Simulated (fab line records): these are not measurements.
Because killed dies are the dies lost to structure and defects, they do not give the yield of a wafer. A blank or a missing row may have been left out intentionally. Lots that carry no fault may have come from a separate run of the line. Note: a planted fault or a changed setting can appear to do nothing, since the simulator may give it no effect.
Which tool did it? + flow n5_finfet + 9 lots with 27 wafers sampled at 5 steps, on a route of 1938 steps

## WHAT EACH GAUGE READ, for each wafer
N5_WELL_APT_CD_MEAS_08: the cd target is 200 nm. Usual: cd_nm reads 199.9 nm (standard deviation 1.5).
| lot  | measured    | on        | cd_nm (nm)        | flag |
|------|-------------|-----------|-------------------|------|
| L494 | day 1 13:41 | cd_sem-01 | 198.0 198.4 198.5 |      |
| L497 | day 2 07:34 | cd_sem-01 | 200.4 199.2 201.0 |      |
| L499 | day 2 19:42 | cd_sem-03 | 200.9 199.6 200.0 |      |
| L503 | day 3 20:15 | cd_sem-03 | 200.6 199.5 197.5 |      |
| L510 | day 5 13:46 | cd_sem-01 | 199.6 200.7 198.9 |      |
| L512 | day 6 01:34 | cd_sem-03 | 199.3 198.9 199.0 |      |
| L515 | day 6 19:51 | cd_sem-03 | 200.4 200.6 197.0 |      |
| L516 | day 7 01:47 | cd_sem-02 | 201.9 201.4 199.3 |      |
| L517 | day 7 07:49 | cd_sem-03 | 202.1 201.7 198.6 |      |

N5_PMOS_HMC_CHANNEL_EPI_CD_MEAS_09: the cd target is 237.4 nm. Usual: cd_nm reads 237.7 nm (standard deviation 0.95).
| lot  | measured    | on        | cd_nm (nm)        | flag |
|------|-------------|-----------|-------------------|------|
| L494 | day 1 17:17 | cd_sem-03 | 237.5 235.6 237.5 |      |
| L497 | day 2 14:11 | cd_sem-01 | 236.7 236.4 237.8 |      |
| L499 | day 2 23:40 | cd_sem-02 | 237.4 237.3 239.3 |      |
| L503 | day 3 23:34 | cd_sem-03 | 236.4 236.9 236.4 |      |
| L510 | day 5 17:36 | cd_sem-03 | 236.1 236.2 237.9 |      |
| L512 | day 6 04:55 | cd_sem-02 | 236.8 236.9 238.5 |      |
| L515 | day 6 23:12 | cd_sem-03 | 237.2 237.8 235.8 |      |
| L516 | day 7 05:22 | cd_sem-02 | 237.9 238.5 238.4 |      |
| L517 | day 7 11:13 | cd_sem-03 | 239.2 236.9 239.4 |      |

N5_BEOL_M4_RC_MEAS_101. Usual: CJ_P 5.81, standard deviation 0.16; DIBL_N 37.2 mV/V, standard deviation 1.9; DIBL_P 37.3 mV/V, standard deviation 2.2; IOFF_N 0.18 nA/um, standard deviation 0.038; IOFF_P 0.22 nA/um, standard deviation 0.039; ION_N 678 uA/um, standard deviation 11; ION_P 462 uA/um, standard deviation 6.9; SS_N 71.8 mV/dec, standard deviation 0.68; SS_P 73.5 mV/dec, standard deviation 0.65; VT_N 249 mV, standard deviation 3.4; VT_P -250 mV, standard deviation 3.2.
| lot  | measured     | on        | CJ_P           | DIBL_N (mV/V)  | DIBL_P (mV/V)  | IOFF_N (nA/um) | IOFF_P (nA/um) | ION_N (uA/um) | ION_P (uA/um) | SS_N (mV/dec)  | SS_P (mV/dec)  | VT_N (mV)   | VT_P (mV)      | flag |
|------|--------------|-----------|----------------|----------------|----------------|----------------|----------------|---------------|---------------|----------------|----------------|-------------|----------------|------|
| L494 | day 8 10:58  | prober-01 | 6.01 5.55 5.67 | 39.7 36.8 35.2 | 40.5 36.0 35.4 | 0.22 0.15 0.14 | 0.25 0.18 0.17 | 690 654 673   | 461 450 455   | 72.7 71.7 72.3 | 73.3 73.0 72.4 | 246 254 251 | -250 -252 -254 |      |
| L497 | day 9 01:17  | prober-02 | 5.64 5.97 5.90 | 37.6 39.2 36.5 | 37.9 37.8 35.9 | 0.18 0.22 0.16 | 0.26 0.26 0.22 | 673 693 664   | 465 466 460   | 71.8 72.8 72.1 | 73.4 73.0 73.3 | 248 245 251 | -248 -245 -249 |      |
| L499 | day 9 17:16  | prober-01 | 5.67 5.60 5.83 | 37.4 36.9 35.6 | 40.0 38.2 36.7 | 0.20 0.19 0.16 | 0.25 0.23 0.20 | 686 676 679   | 475 465 457   | 72.4 72.2 71.0 | 73.3 74.3 73.1 | 244 249 251 | -247 -250 -250 |      |
| L503 | day 10 08:16 | prober-01 | 5.62 5.84 5.80 | 37.8 37.4 34.0 | 36.8 36.3 32.8 | 0.16 0.15 0.11 | 0.21 0.21 0.17 | 684 691 676   | 460 472 471   | 71.1 71.6 70.4 | 73.3 72.7 71.9 | 252 251 254 | -249 -248 -253 |      |
| L510 | day 12 03:13 | prober-01 | 4.81 4.80 4.90 | 34.7 35.3 36.2 | 36.7 37.6 38.4 | 0.16 0.17 0.19 | 0.19 0.20 0.22 | 681 684 682   | 460 459 459   | 71.6 71.5 71.5 | 73.3 73.5 73.8 | 251 246 251 | -253 -253 -249 | OFF  |
| L512 | day 12 17:01 | prober-01 | 5.06 4.88 4.83 | 37.2 41.3 36.6 | 37.7 42.2 35.5 | 0.17 0.26 0.16 | 0.24 0.32 0.20 | 662 689 687   | 461 468 474   | 71.5 73.0 70.9 | 74.2 75.0 74.0 | 247 244 247 | -249 -247 -248 | OFF  |
| L515 | day 13 12:39 | prober-02 | 5.80 5.93 5.95 | 36.7 37.6 36.4 | 38.0 39.6 37.7 | 0.19 0.22 0.18 | 0.22 0.26 0.22 | 684 690 685   | 462 462 462   | 71.4 72.2 72.3 | 73.8 73.6 73.1 | 247 247 248 | -250 -249 -250 |      |
| L516 | day 13 13:22 | prober-01 | 5.64 5.84 5.66 | 37.2 37.0 35.9 | 40.0 39.2 37.1 | 0.18 0.17 0.14 | 0.22 0.20 0.17 | 668 673 655   | 452 461 445   | 72.0 72.1 72.4 | 74.4 73.6 73.8 | 250 250 254 | -251 -255 -255 |      |
| L517 | day 13 22:26 | prober-02 | 5.88 6.02 5.80 | 35.6 33.3 37.0 | 36.9 32.9 37.7 | 0.16 0.11 0.18 | 0.19 0.15 0.22 | 669 655 678   | 460 453 459   | 71.8 71.8 72.6 | 73.2 73.2 73.6 | 251 257 248 | -253 -255 -250 |      |

## EACH LOT AND THE TOOL THAT RAN IT (in order: tool; ch and the chambers of the sampled wafers; start)
| lot  | N5_WELL_APT_IMPLANT_15         | N5_WELL_APT_DESCUM_30             |
|------|--------------------------------|-----------------------------------|
| L494 | implanter-01 ch 0, day 1 14:05 | rie_diel-03 ch 0,1,2, day 1 15:01 |
| L497 | implanter-02 ch 0, day 2 10:39 | rie_diel-03 ch 0,1,3, day 2 11:54 |
| L499 | implanter-02 ch 0, day 2 20:04 | rie_diel-02 ch 0,1,2, day 2 21:19 |
| L503 | implanter-01 ch 0, day 3 20:40 | rie_diel-02 ch 0,1,3, day 3 21:29 |
| L510 | implanter-02 ch 0, day 5 14:16 | rie_diel-02 ch 0,1,2, day 5 15:16 |
| L512 | implanter-02 ch 0, day 6 01:56 | rie_diel-02 ch 1,2,3, day 6 02:48 |
| L515 | implanter-01 ch 0, day 6 20:16 | rie_diel-02 ch 0,2, day 6 21:05   |
| L516 | implanter-01 ch 0, day 7 02:11 | rie_diel-02 ch 0,1, day 7 03:01   |
| L517 | implanter-01 ch 0, day 7 08:14 | rie_diel-03 ch 0,1,3, day 7 09:05 |
- N5_WELL_APT_IMPLANT_15
- N5_WELL_APT_DESCUM_30: chemistry O2, time 7.9 s.

## AS READ BY THE TOOLS THEMSELVES (means over the sampled wafers that have a number; for cases with no such wafer, the mark the record gives instead)
N5_WELL_APT_IMPLANT_15. Usual: beam_on_s 10.00 s, standard deviation 0.2; dose_ions_cm2 1.5001e+13, standard deviation 1.7e+10; faraday_current_uA 190, standard deviation 3.7.
| lot  | tool         | beam_on_s (s) | dose_ions_cm2 | faraday_current_uA | flag |
|------|--------------|---------------|---------------|--------------------|------|
| L494 | implanter-01 | 10.02         | 1.5006e+13    | 190                |      |
| L497 | implanter-02 | 10.06         | 1.4995e+13    | 190                |      |
| L499 | implanter-02 | 9.99          | 1.5003e+13    | 191                |      |
| L503 | implanter-01 | 10.00         | 1.4991e+13    | 190                |      |
| L510 | implanter-02 | 10.01         | 1.0481e+13    | 133                | OFF  |
| L512 | implanter-02 | 10.10         | 1.0513e+13    | 132                | OFF  |
| L515 | implanter-01 | 9.91          | 1.5022e+13    | 192                |      |
| L516 | implanter-01 | 10.24         | 1.4986e+13    | 186                |      |
| L517 | implanter-01 | 10.07         | 1.4994e+13    | 189                |      |

N5_WELL_APT_DESCUM_30. Usual: for bias_power_w, 19.99 W with a standard deviation of 0.061; for drypump_motor_current_A, 6.0 A with a standard deviation of 0.35; for oes_product_au, 0.77 a.u. with a standard deviation of 0.071; for rf_vpp_V, 243.0 V with a standard deviation of 1.2; for showerhead_plenum_p_Torr, 2.08 Torr with a standard deviation of 0.063; for temp_c, 39.99 C with a standard deviation of 0.11; for throttle_valve_pct, 20.36 % with a standard deviation of 0.23.
| lot  | tool        | bias_power_w (W) | drypump_motor_current_A (A) | oes_product_au (a.u.) | rf_vpp_V (V) | showerhead_plenum_p_Torr (Torr) | temp_c (C) | throttle_valve_pct (%) | flag |
|------|-------------|------------------|-----------------------------|-----------------------|--------------|---------------------------------|------------|------------------------|------|
| L494 | rie_diel-03 | 20.06            | 6.1                         | 0.81                  | 243.2        | 2.07                            | 40.04      | 20.29                  |      |
| L497 | rie_diel-03 | 20.01            | 6.2                         | 0.77                  | 242.5        | 2.04                            | 39.97      | 20.46                  |      |
| L499 | rie_diel-02 | 20.01            | 6.1                         | 0.81                  | 243.5        | 2.10                            | 39.92      | 20.20                  |      |
| L503 | rie_diel-02 | 19.98            | 5.9                         | 0.78                  | 243.5        | 2.08                            | 39.98      | 20.33                  |      |
| L510 | rie_diel-02 | 19.95            | 6.1                         | 0.78                  | 242.8        | 2.10                            | 40.11      | 20.24                  |      |
| L512 | rie_diel-02 | 20.00            | 5.8                         | 0.71                  | 242.9        | 2.13                            | 39.90      | 20.41                  |      |
| L515 | rie_diel-02 | 20.04            | 6.2                         | 0.83                  | 243.3        | 2.08                            | 39.98      | 20.31                  |      |
| L516 | rie_diel-02 | 19.93            | 6.3                         | 0.81                  | 243.0        | 2.03                            | 40.15      | 20.21                  |      |
| L517 | rie_diel-03 | 19.96            | 6.2                         | 0.74                  | 242.4        | 2.02                            | 39.99      | 20.53                  |      |

## THE ANSWER, worked out from the rows above alone
Rule: a lot is off if the mean of its wafers that have a number lies more than 3 standard deviations from the usual mean. Also off: a lot with no number at a reading for which 4 or more lots have one. Any other lot the step has rows for is counted as sound. The gauges are gone through in route order, then the tools' own readings, and for those a lot's mean is taken as printed above. The first step at which some lot is off is used, and at that step the reading that is off furthest; a lot without a number counts as furthest.
Off: L510, L512, at N5_BEOL_M4_RC_MEAS_101 (CJ_P).
A tool fits if, at a process step before that reading, it ran every lot that is off, and no sound lot after the first of them. Not tried: the gauges at N5_BEOL_M4_RC_MEAS_101; whatever is off there is also off at N5_WELL_APT_IMPLANT_15, on other tools, and gauge error can't account for it. One fits: implanter-02 at N5_WELL_APT_IMPLANT_15. Its last sound lot is L499 (day 2 20:04), its first lot that is off L510 (day 5 14:16): a fault that began between those two fits.
The tool's own readings at N5_WELL_APT_IMPLANT_15 bear it out: on the lots that are off they differ by more than 5 times the standard deviation of the sound lots' means. dose_ions_cm2 reads 1.0497e+13 there against 1.5000e+13 on the sound lots; faraday_current_uA reads 132 there against 190 on the sound lots.

## WHAT WAS PUT IN BY THE SIMULATOR
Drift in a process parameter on implanter-02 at N5_WELL_APT_IMPLANT_15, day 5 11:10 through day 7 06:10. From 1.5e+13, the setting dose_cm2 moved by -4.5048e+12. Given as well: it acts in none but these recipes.
Lots struck among those shown: L510, L512. This agrees with what the rule above found.
